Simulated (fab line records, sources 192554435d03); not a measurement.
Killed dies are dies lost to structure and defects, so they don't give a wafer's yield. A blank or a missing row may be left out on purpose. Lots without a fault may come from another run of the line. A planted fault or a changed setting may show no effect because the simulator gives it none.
Chamber matching | flow n5_finfet | N5_BEOL_M4_ETCH_63 on rie_diel-03: 4 sister chambers
The step etches SiARC in CF4, target depth 15.6 nm, time 26 s. 16 wafers are shown with their chamber, then 8 later ones without.

WAFERS WITH THEIR CHAMBER
wafer  | chamber | showerhead_plenum_p_Torr (Torr) | drypump_motor_current_A (A) | throttle_valve_pct (%)
L082.1 | 2       | 2.05                            | 5.8                         | 15.89
L082.3 | 3       | 2.18                            | 5.8                         | 15.53
L082.6 | 3       | 2.18                            | 5.8                         | 15.53
L083.1 | 3       | 2.18                            | 5.8                         | 15.53
L083.2 | 0       | 2.20                            | 6.3                         | 15.88
L083.3 | 2       | 2.05                            | 5.7                         | 15.88
L087.1 | 0       | 2.20                            | 6.3                         | 15.90
L087.3 | 1       | 2.07                            | 4.8                         | 15.28
L087.5 | 3       | 2.17                            | 5.8                         | 15.54
L090.2 | 1       | 2.07                            | 4.8                         | 15.29
L090.3 | 0       | 2.20                            | 6.2                         | 15.91
L090.4 | 3       | 2.17                            | 5.8                         | 15.56
L093.4 | 0       | 2.20                            | 6.2                         | 15.91
L093.5 | 3       | 2.17                            | 5.8                         | 15.57
L093.6 | 2       | 2.04                            | 5.8                         | 15.91
L094.2 | 2       | 2.04                            | 5.8                         | 15.95

SIGNATURES (means of the wafers above)
reading                  | chamber 0 | chamber 1 | chamber 2 | chamber 3 | scatter within a chamber
showerhead_plenum_p_Torr | 2.2000    | 2.0700    | 2.0450    | 2.1750    | 0.00456
drypump_motor_current_A  | 6.250     | 4.800     | 5.775     | 5.800     | 0.0382
throttle_valve_pct       | 15.9000   | 15.2850   | 15.9075   | 15.5433   | 0.0205
Rule: a wafer's distance from a chamber is the root of the sum, over the readings, of the square of ((its reading less the chamber's mean) divided by the reading's scatter). The wafer belongs to the nearest chamber; if the next one is less than 2 further off, it can't be placed. The scatter: the root of (the sum of the squares of (reading less its chamber's mean) over the shown wafers, divided by (wafers less chambers)).

WAFERS WITHOUT THEIR CHAMBER
wafer  | showerhead_plenum_p_Torr (Torr) | drypump_motor_current_A (A) | throttle_valve_pct (%)
L094.3 | 2.06                            | 4.8                         | 15.31
L094.4 | 2.04                            | 5.8                         | 15.95
L096.1 | 2.06                            | 4.8                         | 15.33
L096.2 | 2.04                            | 5.8                         | 15.97
L096.6 | 2.17                            | 5.8                         | 15.59
L097.1 | 2.06                            | 4.8                         | 15.33
L097.3 | 2.04                            | 5.7                         | 15.95
L097.5 | 2.04                            | 5.7                         | 15.96

WHICH CHAMBER EACH WENT THROUGH
wafer  | from the rows above | in truth
L094.3 | 1                   | 1
L094.4 | 2                   | 2
L096.1 | 1                   | 1
L096.2 | 2                   | 2
L096.6 | 3                   | 3
L097.1 | 1                   | 1
L097.3 | 2                   | 2
L097.5 | 2                   | 2
Placed correctly: 8 of 8. Can't be placed from these rows: 0. Placed wrongly: 0.
